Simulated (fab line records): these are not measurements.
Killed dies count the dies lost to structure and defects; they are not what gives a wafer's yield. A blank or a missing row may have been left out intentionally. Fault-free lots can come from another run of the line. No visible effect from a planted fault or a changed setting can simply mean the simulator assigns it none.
fab line records	flow n5-finfet
record lots=24	wafers=72	last-day=18
route steps=1938 shown BEOL_M4@1104 BEOL_M5@1130
lots that met no fault: from a run of the same line without faults
start-h: hours from the record's opening day to when the first of the lot's shown wafers began	wait-h: how many hours have passed since the lot's step before this one	" repeats the value in the row above	L1.1+2: one row covering several wafers at once	- no value, or no start was given	* or withheld: withheld	< > ~ a bound
route shown NAME@n: NAME is a module with steps in the file, n the number in the route of the first one	usual: mean/standard deviation of fault-free wafers	same: alike in all rows	chamber/n: place in a boat	sites: each site's reading	_std_site: how widely they spread, as a standard deviation	_edge_site: inner sites' mean taken away from outer sites' mean	radius-mm: for every site, how far away it sits from the centre of the wafer	mask NAME#n: copy n	behind: the last tool/chamber to shape the wafer	hold: cause of the lot's hold/its duration in hours/its outcome	device: the n, p or np transistor that did not switch	end of line: the same wafers' tests at the end of the route	for a step that has no rows: nothing shown but its recipe	killed: at the first sort, the dies lost to defects and structure; wafer yield is something else	map: dies across one wafer; x = killed, . = not, _ = none there
set.NAME: the setting that was run; set.NAME@STEP: the one run at that earlier step	model.NAME: the simulator's own value behind a step, which no gauge read
one table for each step of the route and one row for each wafer, over a sample of lots
services: when a tool's chamber went out of use (start-h, in hours from the record's first day, below 0 if earlier), for how many hours, and the reason
## steps
# step N5_BEOL_M4_THK_MEAS_53
# recipe thk-meas-gauge=xrf	reads=Cu_of_BEOL_M4_ECD_50
# usual M4_THK=40.6/1.1
lot.wafer	tool	chamber	start-h	wait-h	M4_THK[nm]
L074.2	film-metro-02	-	183.79	-	40.0
L074.3	"	-	"	"	41.2
L074.6	"	-	"	"	39.8
L076.2	film-metro-01	-	191.39	-	40.1
L076.4	"	-	"	"	38.8
L076.6	"	-	"	"	38.8
L075.3	film-metro-02	-	191.76	-	39.8
L075.4	"	-	"	"	42.0
L075.6	"	-	"	"	41.3
L077.2	film-metro-02	-	198.02	-	40.5
L077.4	"	-	"	"	40.8
L077.6	"	-	"	"	42.1
L078.3	film-metro-01	-	198.48	-	42.5
L078.4	"	-	"	"	41.4
L078.5	"	-	"	"	41.6
L079.1	film-metro-01	-	207.17	-	39.4
L079.3	"	-	"	"	40.3
L079.5	"	-	"	"	39.8
L080.3	film-metro-01	-	215.13	-	42.2
L080.4	"	-	"	"	40.6
L080.5	"	-	"	"	39.7
L081.2	film-metro-02	-	225.01	-	41.5
L081.5	"	-	"	"	41.9
L081.6	"	-	"	"	42.7
L083.1	film-metro-02	-	230.43	-	40.1
L083.3	"	-	"	"	41.3
L083.6	"	-	"	"	39.1
L082.2	film-metro-02	-	233.19	-	40.6
L082.3	"	-	"	"	40.5
L082.6	"	-	"	"	40.5
L084.4	film-metro-02	-	235.83	-	40.8
L084.5	"	-	"	"	41.8
L084.6	"	-	"	"	41.0
L086.3	film-metro-01	-	240.87	-	40.7
L086.4	"	-	"	"	40.6
L086.5	"	-	"	"	41.5
L087.3	film-metro-01	-	258.80	-	39.3
L087.5	"	-	"	"	40.1
L087.6	"	-	"	"	39.2
L085.4	film-metro-01	-	263.05	-	39.3
L085.5	"	-	"	"	42.3
L085.6	"	-	"	"	41.6
L088.2	film-metro-02	-	265.91	-	39.1
L088.3	"	-	"	"	39.7
L088.6	"	-	"	"	40.9
L089.1	film-metro-01	-	269.14	-	42.0
L089.4	"	-	"	"	42.5
L089.6	"	-	"	"	42.3
L090.1	film-metro-02	-	269.20	-	40.5
L090.3	"	-	"	"	40.6
L090.4	"	-	"	"	39.5
L091.2	film-metro-01	-	274.25	-	41.0
L091.3	"	-	"	"	41.2
L091.6	"	-	"	"	40.8
L092.3	film-metro-01	-	291.25	-	40.0
L092.5	"	-	"	"	39.7
L092.6	"	-	"	"	40.5
L094.1	film-metro-02	-	299.29	-	41.1
L094.2	"	-	"	"	38.4
L094.4	"	-	"	"	39.6
L093.1	film-metro-01	-	301.90	-	41.0
L093.3	"	-	"	"	42.6
L093.5	"	-	"	"	40.4
L095.2	film-metro-01	-	307.86	-	41.2
L095.4	"	-	"	"	40.2
L095.6	"	-	"	"	40.3
L097.4	film-metro-02	-	309.13	-	40.9
L097.5	"	-	"	"	38.5
L097.6	"	-	"	"	40.6
L096.2	film-metro-02	-	315.94	-	39.3
L096.3	"	-	"	"	41.1
L096.5	"	-	"	"	39.3
# step N5_BEOL_M4_CO_CAP_55
# recipe material=Co	target-thk-a=20	temp-c=200	precursor=CCTBA/H2	pressure-torr=30	time-s=102.1
# usual heater-power-w=227/21
lot.wafer	tool	chamber	start-h	wait-h	heater-power-w
L074.2	cvd-co-02	1	183.87	0.0	254
L074.3	"	0	"	"	232
L074.6	"	2	"	"	226
L076.2	cvd-co-02	0	191.48	0.0	240
L076.4	"	2	"	"	228
L076.6	"	2	"	"	223
L075.3	cvd-co-02	0	191.89	0.1	233
L075.4	"	2	"	"	223
L075.6	"	2	"	"	224
L077.2	cvd-co-02	0	198.12	0.0	231
L077.4	"	0	"	"	229
L077.6	"	0	"	"	238
L078.3	cvd-co-02	2	198.61	0.1	234
L078.4	"	0	"	"	235
L078.5	"	2	"	"	226
L079.1	cvd-co-01	1	207.25	0.0	189
L079.3	"	0	"	"	243
L079.5	"	2	"	"	209
L080.3	cvd-co-02	0	215.21	0.0	236
L080.4	"	0	"	"	228
L080.5	"	2	"	"	229
L081.2	cvd-co-02	0	225.09	0.0	231
L081.5	"	2	"	"	227
L081.6	"	1	"	"	260
L083.1	cvd-co-02	2	230.53	0.0	227
L083.3	"	0	"	"	235
L083.6	"	1	"	"	256
L082.2	cvd-co-01	0	233.28	0.0	243
L082.3	"	2	"	"	213
L082.6	"	2	"	"	208
L084.4	cvd-co-02	1	235.94	0.0	253
L084.5	"	0	"	"	237
L084.6	"	2	"	"	227
L086.3	cvd-co-01	1	240.94	0.0	189
L086.4	"	0	"	"	246
L086.5	"	2	"	"	211
L087.3	cvd-co-02	1	258.88	0.0	253
L087.5	"	0	"	"	234
L087.6	"	2	"	"	231
L085.4	cvd-co-02	2	263.16	0.0	225
L085.5	"	0	"	"	228
L085.6	"	1	"	"	258
L088.2	cvd-co-01	0	265.99	0.0	249
L088.3	"	2	"	"	213
L088.6	"	1	"	"	186
L089.1	cvd-co-01	1	269.26	0.0	186
L089.4	"	1	"	"	187
L089.6	"	0	"	"	247
L090.1	cvd-co-01	0	269.37	0.0	244
L090.3	"	2	"	"	213
L090.4	"	2	"	"	209
L091.2	cvd-co-02	2	274.33	0.0	225
L091.3	"	0	"	"	234
L091.6	"	2	"	"	230
L092.3	cvd-co-02	0	291.33	0.0	238
L092.5	"	2	"	"	225
L092.6	"	0	"	"	230
L094.1	cvd-co-01	2	299.40	0.0	209
L094.2	"	0	"	"	245
L094.4	"	1	"	"	187
L093.1	cvd-co-01	0	301.98	0.0	240
L093.3	"	1	"	"	185
L093.5	"	0	"	"	246
L095.2	cvd-co-01	2	307.93	0.0	212
L095.4	"	0	"	"	246
L095.6	"	1	"	"	183
L097.4	cvd-co-02	1	309.24	0.0	256
L097.5	"	0	"	"	241
L097.6	"	2	"	"	229
L096.2	cvd-co-01	0	316.02	0.0	241
L096.3	"	1	"	"	186
L096.5	"	0	"	"	239
# step N5_BEOL_M5_ETCH_72
# recipe chemistry=N2/H2	target=underlayer	target-depth-a=65	mask-material=CAR-EUV	time-s=5.2	ion-energy-ev=200	pressure-mtorr=30	source-w=840	bias-w=150	n2-flow-sccm=200	h2-flow-sccm=200	ends=cleared
# usual drypump-motor-current-A=5.8/0.32	etch-rf-on-time-s=5.16/0.082	oes-product-au=0.68/0.079	rf-vpp-V=524.4/2.9	showerhead-plenum-p-Torr=2.56/0.092	throttle-valve-pct=17.85/0.28
lot.wafer	tool	chamber	start-h	wait-h	drypump-motor-current-A	etch-rf-on-time-s	oes-product-au	rf-hours-counter-h	rf-vpp-V	showerhead-plenum-p-Torr	throttle-valve-pct
L074.2	rie-diel-04	0	186.43	0.0	5.7	5.11	0.75	33	524.0	2.49	17.41
L074.3	"	1	"	"	5.7	5.07	0.63	168	528.3	2.65	17.95
L074.6	"	1	"	"	5.7	5.12	0.63	-	526.8	2.65	17.95
L076.2	rie-diel-04	3	194.12	0.0	5.7	5.10	0.72	65	526.4	2.69	17.70
L076.4	"	0	"	"	5.8	5.15	0.75	35	521.9	2.49	17.42
L076.6	"	2	"	"	6.1	5.12	0.82	-	526.7	2.61	17.84
L075.3	rie-diel-04	3	194.85	0.0	5.7	5.11	0.72	65	528.9	2.69	17.71
L075.4	"	1	"	"	5.6	5.12	0.64	170	526.2	2.64	17.96
L075.6	"	0	"	"	5.7	5.14	0.75	-	521.1	2.49	17.41
L077.2	rie-diel-06	1	201.68	0.0	5.9	5.16	0.64	152	522.4	2.44	18.09
L077.4	"	0	"	"	5.5	5.24	0.58	216	524.7	2.62	18.50
L077.6	"	3	"	"	6.4	5.17	0.61	-	520.2	2.42	17.62
L078.3	rie-diel-04	2	202.20	0.0	6.0	5.04	0.82	8	525.7	2.60	17.84
L078.4	"	0	"	"	5.8	5.08	0.76	37	522.5	2.49	17.41
L078.5	"	1	"	"	5.7	5.06	0.63	-	526.5	2.64	17.94
L079.1	rie-diel-04	2	212.01	0.0	6.0	5.09	0.81	12	525.5	2.60	17.83
L079.3	"	0	"	"	5.8	5.12	0.75	40	522.3	2.49	17.41
L079.5	"	1	"	"	5.7	5.12	0.63	-	528.0	2.64	17.97
L080.3	rie-diel-04	0	219.69	0.0	5.8	5.18	0.73	42	522.7	2.49	17.40
L080.4	"	2	"	"	6.0	5.13	0.80	14	526.6	2.60	17.82
L080.5	"	0	"	"	5.8	5.16	0.75	-	520.9	2.49	17.42
L081.2	rie-diel-04	0	229.57	0.0	5.8	5.17	0.74	45	522.8	2.49	17.43
L081.5	"	3	"	"	5.7	5.15	0.72	-	525.3	2.69	17.72
L081.6	"	2	"	"	6.1	5.14	0.79	-	525.2	2.60	17.83
L083.1	rie-diel-04	2	233.48	0.0	6.1	5.04	0.80	18	529.0	2.60	17.85
L083.3	"	3	"	"	5.7	5.09	0.71	75	527.1	2.69	17.74
L083.6	"	2	"	"	6.0	5.07	0.80	-	526.0	2.60	17.84
L082.2	rie-diel-03	2	236.49	0.0	5.2	5.20	0.77	30	525.7	2.60	17.79
L082.3	"	3	"	"	6.6	5.28	0.68	106	521.8	2.45	17.77
L082.6	"	2	"	"	5.2	5.23	0.77	-	524.9	2.60	17.81
L084.4	rie-diel-03	0	241.46	0.0	5.5	5.12	0.84	0	525.0	2.61	17.36
L084.5	"	2	"	"	5.2	5.22	0.76	-	526.1	2.60	17.82
L084.6	"	1	"	"	5.9	5.30	0.61	-	522.3	2.51	17.92
L086.3	rie-diel-03	1	245.41	0.0	5.9	5.30	0.60	218	521.7	2.51	17.94
L086.4	"	0	"	"	5.6	5.08	0.83	1	524.7	2.61	17.39
L086.5	"	2	"	"	5.3	5.22	0.77	-	525.4	2.60	17.81
L087.3	rie-diel-06	2	262.67	0.0	5.5	5.30	0.61	179	520.2	2.44	18.22
L087.5	"	3	"	"	6.4	5.11	0.59	-	521.1	2.41	17.64
L087.6	"	2	"	"	5.5	5.29	0.61	-	521.5	2.44	18.21
L085.4	rie-diel-06	1	266.41	0.0	5.9	5.08	0.63	171	520.9	2.43	18.14
L085.5	"	1	"	"	5.9	5.15	0.62	-	519.7	2.43	18.14
L085.6	"	0	"	"	5.5	5.20	0.59	-	526.5	2.62	18.52
L088.2	rie-diel-06	1	269.49	0.0	5.9	5.13	0.64	171	521.8	2.43	18.14
L088.3	"	3	"	"	6.4	5.17	0.58	229	520.2	2.41	17.66
L088.6	"	3	"	"	6.4	5.19	0.59	-	521.6	2.41	17.63
L089.1	rie-diel-04	0	274.55	0.0	5.8	5.07	0.73	60	521.3	2.48	17.47
L089.4	"	3	"	"	5.7	5.13	0.70	89	526.5	2.68	17.74
L089.6	"	2	"	"	6.1	5.05	0.78	-	526.1	2.59	17.89
L090.1	rie-diel-04	1	275.07	0.0	5.7	5.16	0.60	196	524.5	2.63	18.00
L090.3	"	3	"	"	5.7	5.12	0.71	89	527.3	2.68	17.76
L090.4	"	2	"	"	6.1	5.07	0.78	32	526.0	2.59	17.88
L091.2	rie-diel-04	1	277.48	0.0	5.7	5.10	0.60	196	526.9	2.63	17.99
L091.3	"	3	"	"	5.7	5.10	0.70	89	528.1	2.68	17.77
L091.6	"	3	"	"	5.7	5.12	0.69	-	529.7	2.68	17.76
L092.3	rie-diel-04	0	294.40	0.0	5.8	5.13	0.70	66	522.4	2.48	17.49
L092.5	"	0	"	"	5.8	5.13	0.73	-	521.2	2.48	17.46
L092.6	"	3	"	"	5.7	5.14	0.68	-	529.3	2.68	17.77
L094.1	rie-diel-06	3	302.60	0.0	6.4	5.15	0.58	239	520.2	2.41	17.65
L094.2	"	0	"	"	5.5	5.26	0.58	245	527.9	2.61	18.52
L094.4	"	1	"	"	5.9	5.16	0.63	181	520.0	2.43	18.15
L093.1	rie-diel-03	1	304.89	0.0	5.9	5.35	0.58	238	523.4	2.50	17.99
L093.3	"	2	"	"	5.3	5.24	0.74	52	526.7	2.59	17.85
L093.5	"	3	"	"	6.6	5.32	0.64	-	522.9	2.44	17.80
L095.2	rie-diel-04	2	312.44	0.0	6.1	5.10	0.75	42	526.2	2.59	17.89
L095.4	"	0	"	"	5.8	5.15	0.70	71	522.4	2.48	17.47
L095.6	"	3	"	"	5.7	5.09	0.70	-	526.1	2.67	17.77
L097.4	rie-diel-06	0	313.21	0.0	5.5	5.24	0.57	250	525.7	2.61	18.52
L097.5	"	2	"	"	5.5	5.34	0.60	-	520.1	2.43	18.27
L097.6	"	3	"	"	6.4	5.13	0.57	-	519.6	2.41	17.65
L096.2	rie-diel-03	2	323.27	0.0	5.3	5.20	0.73	58	527.7	2.59	17.87
L096.3	"	0	"	"	5.6	5.04	0.77	27	528.5	2.60	17.42
L096.5	"	0	"	"	5.6	5.06	0.77	-	523.7	2.60	17.43
# step N5_BEOL_M5_INSPECT_30
# recipe mode=adi	inspect-instrument=brightfield
# usual raw-defect-count=416/97
lot.wafer	tool	chamber	start-h	wait-h	raw-defect-count
L074.2	defect-inspect-01	-	187.35	0.0	414
L074.3	"	-	"	"	473
L074.6	"	-	"	"	365
L076.2	defect-inspect-01	-	195.00	0.0	538
L076.4	"	-	"	"	455
L076.6	"	-	"	"	361
L075.3	defect-inspect-02	-	197.14	0.1	533
L075.4	"	-	"	"	367
L075.6	"	-	"	"	476
L077.2	defect-inspect-02	-	202.48	0.0	361
L077.4	"	-	"	"	436
L077.6	"	-	"	"	577
L078.3	defect-inspect-01	-	203.14	0.0	260
L078.4	"	-	"	"	304
L078.5	"	-	"	"	321
L079.1	defect-inspect-02	-	214.20	0.1	315
L079.3	"	-	"	"	312
L079.5	"	-	"	"	531
L080.3	defect-inspect-01	-	220.61	0.0	342
L080.4	"	-	"	"	389
L080.5	"	-	"	"	413
L081.2	defect-inspect-02	-	230.56	0.0	326
L081.5	"	-	"	"	475
L081.6	"	-	"	"	317
L083.1	defect-inspect-01	-	234.78	0.1	452
L083.3	"	-	"	"	484
L083.6	"	-	"	"	498
L082.2	defect-inspect-01	-	240.40	0.0	452
L082.3	"	-	"	"	442
L082.6	"	-	"	"	525
L084.4	defect-inspect-01	-	243.96	0.0	272
L084.5	"	-	"	"	406
L084.6	"	-	"	"	336
L086.3	defect-inspect-01	-	247.07	0.0	452
L086.4	"	-	"	"	663
L086.5	"	-	"	"	497
L087.3	defect-inspect-02	-	264.96	0.0	347
L087.5	"	-	"	"	355
L087.6	"	-	"	"	321
L085.4	defect-inspect-02	-	268.34	0.0	313
L085.5	"	-	"	"	372
L085.6	"	-	"	"	350
L088.2	defect-inspect-02	-	273.44	0.0	306
L088.3	"	-	"	"	473
L088.6	"	-	"	"	282
L089.1	defect-inspect-02	-	275.59	0.1	369
L089.4	"	-	"	"	501
L089.6	"	-	"	"	356
L090.1	defect-inspect-02	-	276.07	0.1	327
L090.3	"	-	"	"	329
L090.4	"	-	"	"	521
L091.2	defect-inspect-02	-	281.67	0.0	316
L091.3	"	-	"	"	424
L091.6	"	-	"	"	293
L092.3	defect-inspect-02	-	295.82	0.0	314
L092.5	"	-	"	"	345
L092.6	"	-	"	"	411
L094.1	defect-inspect-01	-	306.11	0.1	337
L094.2	"	-	"	"	362
L094.4	"	-	"	"	499
L093.1	defect-inspect-01	-	306.29	0.1	458
L093.3	"	-	"	"	410
L093.5	"	-	"	"	542
L097.4	defect-inspect-01	-	315.52	0.0	409
L097.5	"	-	"	"	314
L097.6	"	-	"	"	380
L095.2	defect-inspect-01	-	315.69	0.0	487
L095.4	"	-	"	"	454
L095.6	"	-	"	"	429
L096.2	defect-inspect-01	-	326.10	0.0	540
L096.3	"	-	"	"	449
L096.5	"	-	"	"	707
# step N5_BEOL_M5_ETCH_67
# recipe chemistry=CF4	target=SiARC	target-depth-a=156	mask-material=CAR-EUV	time-s=26	ion-energy-ev=80	pressure-mtorr=40	source-w=545	bias-w=36	Ar_flow_sccm=100	cf4-flow-sccm=100	ends=cleared
# usual drypump-motor-current-A=5.8/0.35	etch-rf-on-time-s=25.9/0.51	oes-product-au=0.67/0.076	rf-vpp-V=184.0/1.2	showerhead-plenum-p-Torr=2.14/0.071	throttle-valve-pct=15.62/0.27
lot.wafer	tool	chamber	start-h	wait-h	drypump-motor-current-A	etch-rf-on-time-s	oes-product-au	rf-hours-counter-h	rf-vpp-V	showerhead-plenum-p-Torr	throttle-valve-pct
L074.2	rie-diel-04	3	187.55	0.0	5.7	25.2	0.73	63	184.0	2.25	15.42
L074.3	"	1	"	"	5.6	25.5	0.64	168	184.8	2.22	15.74
L074.6	"	0	"	"	5.7	25.3	0.75	-	183.8	2.11	15.20
L076.2	rie-diel-03	1	195.08	0.0	5.9	26.4	0.61	202	184.3	2.13	15.66
L076.4	"	0	"	"	5.6	26.3	0.60	241	185.3	2.20	15.62
L076.6	"	2	"	"	5.3	25.7	0.80	-	183.4	2.18	15.45
L075.3	rie-diel-04	0	197.22	0.0	5.8	25.8	0.75	35	182.6	2.11	15.20
L075.4	"	1	"	"	5.6	25.8	0.63	-	183.3	2.22	15.75
L075.6	"	0	"	"	5.8	25.8	0.75	-	185.4	2.11	15.20
L077.2	rie-diel-04	0	202.56	0.0	5.8	25.4	0.75	38	182.1	2.10	15.21
L077.4	"	1	"	"	5.6	25.6	0.64	173	185.5	2.22	15.76
L077.6	"	0	"	"	5.8	25.1	0.76	-	183.1	2.10	15.20
L078.3	rie-diel-06	0	203.22	0.0	5.5	26.4	0.60	217	186.1	2.21	16.14
L078.4	"	1	"	"	5.9	25.8	0.64	152	183.6	2.06	15.81
L078.5	"	1	"	"	5.9	26.1	0.65	-	183.4	2.06	15.82
L079.1	rie-diel-06	2	214.52	0.0	5.4	27.0	0.62	164	183.1	2.06	15.85
L079.3	"	3	"	"	6.3	26.4	0.59	212	183.0	2.04	15.41
L079.5	"	2	"	"	5.4	27.0	0.63	-	181.7	2.06	15.84
L080.3	rie-diel-03	1	221.12	0.0	5.9	26.5	0.60	210	183.0	2.12	15.69
L080.4	"	2	"	"	5.2	26.2	0.77	25	184.1	2.18	15.46
L080.5	"	1	"	"	5.9	27.0	0.60	-	182.9	2.12	15.67
L081.2	rie-diel-04	1	230.64	0.0	5.7	26.1	0.61	182	184.7	2.22	15.77
L081.5	"	0	"	"	5.8	25.7	0.75	-	183.0	2.10	15.22
L081.6	"	1	"	"	5.7	26.0	0.62	-	184.7	2.22	15.78
L083.1	rie-diel-03	1	234.86	0.0	5.9	26.2	0.61	214	185.2	2.12	15.69
L083.3	"	2	"	"	5.2	25.9	0.77	29	184.0	2.18	15.47
L083.6	"	2	"	"	5.2	25.9	0.78	-	184.0	2.18	15.46
L082.2	rie-diel-06	2	240.74	0.0	5.5	26.4	0.63	173	183.8	2.06	15.87
L082.3	"	0	"	"	5.5	26.1	0.58	228	185.2	2.21	16.19
L082.6	"	1	"	"	5.9	25.7	0.63	-	183.2	2.06	15.84
L084.4	rie-diel-04	1	244.04	0.0	5.7	25.6	0.62	186	184.2	2.22	15.79
L084.5	"	2	"	"	6.1	25.2	0.80	-	184.4	2.18	15.46
L084.6	"	3	"	"	5.7	25.5	0.72	-	186.4	2.25	15.45
L086.3	rie-diel-04	3	247.15	0.0	5.7	25.7	0.71	79	185.1	2.25	15.47
L086.4	"	1	"	"	5.6	25.8	0.61	187	184.0	2.22	15.79
L086.5	"	2	"	"	6.1	25.3	0.80	-	184.9	2.18	15.45
L087.3	rie-diel-06	2	265.04	0.0	5.5	26.4	0.62	180	182.8	2.06	15.89
L087.5	"	2	"	"	5.5	26.6	0.62	-	183.9	2.06	15.90
L087.6	"	3	"	"	6.4	25.9	0.59	-	180.8	2.03	15.46
L085.4	rie-diel-03	2	268.43	0.0	5.2	25.9	0.76	40	183.3	2.18	15.51
L085.5	"	3	"	"	6.6	26.0	0.67	-	183.2	2.06	15.66
L085.6	"	0	"	"	5.5	25.2	0.81	-	184.9	2.19	15.16
L088.2	rie-diel-04	3	273.60	0.0	5.7	25.6	0.70	88	185.4	2.25	15.49
L088.3	"	0	"	"	5.7	25.8	0.73	59	183.8	2.10	15.23
L088.6	"	1	"	"	5.6	25.9	0.61	-	184.2	2.21	15.80
L089.1	rie-diel-03	0	275.68	0.0	5.5	25.4	0.79	11	185.1	2.19	15.15
L089.4	"	0	"	"	5.6	25.6	0.80	-	185.3	2.19	15.15
L089.6	"	1	"	"	5.9	26.5	0.60	-	182.0	2.12	15.71
L090.1	rie-diel-03	0	276.15	0.0	5.5	25.3	0.80	12	184.1	2.19	15.16
L090.3	"	2	"	"	5.2	26.4	0.74	43	185.5	2.18	15.50
L090.4	"	2	"	"	5.2	26.0	0.75	-	184.7	2.18	15.51
L091.2	rie-diel-06	1	281.78	0.0	5.9	25.8	0.63	174	183.3	2.06	15.86
L091.3	"	2	"	"	5.5	26.8	0.62	184	183.7	2.05	15.89
L091.6	"	1	"	"	5.9	25.8	0.63	-	183.1	2.06	15.86
L092.3	rie-diel-04	2	295.90	0.0	6.1	24.9	0.77	37	184.4	2.18	15.49
L092.5	"	1	"	"	5.6	25.7	0.61	-	185.7	2.21	15.81
L092.6	"	0	"	"	5.7	25.3	0.72	-	184.2	2.10	15.27
L094.1	rie-diel-06	3	306.20	0.0	6.4	26.1	0.58	240	183.0	2.03	15.47
L094.2	"	2	"	"	5.4	26.8	0.61	192	182.5	2.05	15.92
L094.4	"	1	"	"	5.9	25.8	0.62	182	181.7	2.05	15.87
L093.1	rie-diel-06	1	306.59	0.0	5.9	26.0	0.63	183	184.3	2.05	15.87
L093.3	"	3	"	"	6.4	26.2	0.58	240	182.9	2.03	15.47
L093.5	"	2	"	"	5.5	26.7	0.61	-	181.8	2.05	15.90
L097.4	rie-diel-06	3	316.03	0.0	6.4	26.3	0.57	-	183.4	2.02	15.47
L097.5	"	1	"	"	5.9	26.0	0.62	-	183.4	2.05	15.87
L097.6	"	2	"	"	5.5	26.9	0.61	-	183.2	2.05	15.91
L095.2	rie-diel-04	2	316.05	0.0	6.1	25.2	0.75	43	185.2	2.17	15.51
L095.4	"	0	"	"	5.8	25.0	0.71	72	183.4	2.09	15.27
L095.6	"	0	"	"	5.8	25.3	0.71	-	182.6	2.09	15.27
L096.2	rie-diel-03	0	326.18	0.0	5.6	25.5	0.77	28	184.8	2.19	15.19
L096.3	"	3	"	"	6.6	26.4	0.65	132	182.2	2.06	15.69
L096.5	"	3	"	"	6.6	26.6	0.65	-	182.3	2.06	15.70
# step N5_BEOL_M5_CD_MEAS_35
# recipe target-cd-nm=28	target-cd-y-nm=24	polarity=opening
# usual cd-nm=28.13/0.28
lot.wafer	tool	chamber	start-h	wait-h	cd-nm
L074.2	cd-sem-02	-	188.07	0.0	28.40
L074.3	"	-	"	"	28.37
L074.6	"	-	"	"	28.25
L076.2	cd-sem-01	-	195.61	0.0	28.15
L076.4	"	-	"	"	28.71
L076.6	"	-	"	"	27.95
L075.3	cd-sem-02	-	197.76	0.0	28.16
L075.4	"	-	"	"	27.88
L075.6	"	-	"	"	28.42
L077.2	cd-sem-01	-	203.09	0.0	28.05
L077.4	"	-	"	"	27.67
L077.6	"	-	"	"	28.20
L078.3	cd-sem-01	-	203.75	0.0	28.15
L078.4	"	-	"	"	27.72
L078.5	"	-	"	"	27.73
L079.1	cd-sem-02	-	215.04	0.0	28.28
L079.3	"	-	"	"	28.50
L079.5	"	-	"	"	27.99
L080.3	cd-sem-01	-	221.64	0.0	28.21
L080.4	"	-	"	"	27.79
L080.5	"	-	"	"	27.98
L081.2	cd-sem-01	-	231.17	0.0	28.22
L081.5	"	-	"	"	27.84
L081.6	"	-	"	"	27.83
L083.1	cd-sem-02	-	235.38	0.0	28.71
L083.3	"	-	"	"	28.19
L083.6	"	-	"	"	28.72
L082.2	cd-sem-02	-	241.27	0.0	28.06
L082.3	"	-	"	"	28.14
L082.6	"	-	"	"	27.76
L084.4	cd-sem-02	-	244.58	0.0	28.61
L084.5	"	-	"	"	28.07
L084.6	"	-	"	"	28.22
L086.3	cd-sem-01	-	247.67	0.0	28.04
L086.4	"	-	"	"	28.31
L086.5	"	-	"	"	28.11
L087.3	cd-sem-03	-	265.57	0.0	28.55
L087.5	"	-	"	"	28.63
L087.6	"	-	"	"	28.22
L085.4	cd-sem-02	-	268.95	0.0	27.63
L085.5	"	-	"	"	27.80
L085.6	"	-	"	"	28.10
L088.2	cd-sem-02	-	274.13	0.0	27.61
L088.3	"	-	"	"	27.84
L088.6	"	-	"	"	27.80
L089.1	cd-sem-01	-	276.21	0.0	28.00
L089.4	"	-	"	"	28.24
L089.6	"	-	"	"	28.50
L090.1	cd-sem-01	-	276.67	0.0	28.00
L090.3	"	-	"	"	27.56
L090.4	"	-	"	"	28.05
L091.2	cd-sem-01	-	282.31	0.0	27.53
L091.3	"	-	"	"	27.81
L091.6	"	-	"	"	27.78
L092.3	cd-sem-01	-	296.43	0.0	28.56
L092.5	"	-	"	"	28.51
L092.6	"	-	"	"	28.16
L094.1	cd-sem-01	-	306.73	0.0	28.13
L094.2	"	-	"	"	27.70
L094.4	"	-	"	"	28.11
L093.1	cd-sem-02	-	307.11	0.0	28.02
L093.3	"	-	"	"	28.10
L093.5	"	-	"	"	28.55
L097.4	cd-sem-01	-	316.55	0.0	28.04
L097.5	"	-	"	"	27.99
L097.6	"	-	"	"	28.42
L095.2	cd-sem-02	-	316.57	0.0	28.38
L095.4	"	-	"	"	28.61
L095.6	"	-	"	"	28.53
L096.2	cd-sem-01	-	326.72	0.0	27.77
L096.3	"	-	"	"	28.20
L096.5	"	-	"	"	27.75
## services
tool	chamber	start-h	hours	kind
rie-diel-04	3	195.40	5.2	repair
rie-diel-04	-	207.32	0.2	repair
rie-diel-03	0	226.00	-	clean
rie-diel-03	0	226.00	-	consumable-replace:focus-ring
rie-diel-03	0	226.00	14.0	scheduled-down
rie-diel-03	0	226.00	14.0	vent-cycle
cvd-co-01	-	245.95	6.9	pm
rie-diel-03	3	274.63	5.6	repair
cvd-co-02	-	284.48	3.8	pm
rie-diel-06	0	315.95	-	clean
rie-diel-06	0	315.95	-	consumable-replace:focus-ring
rie-diel-06	0	315.95	21.4	scheduled-down
rie-diel-06	0	315.95	21.4	vent-cycle
cvd-co-01	2	319.64	1.8	repair
## key
fault none
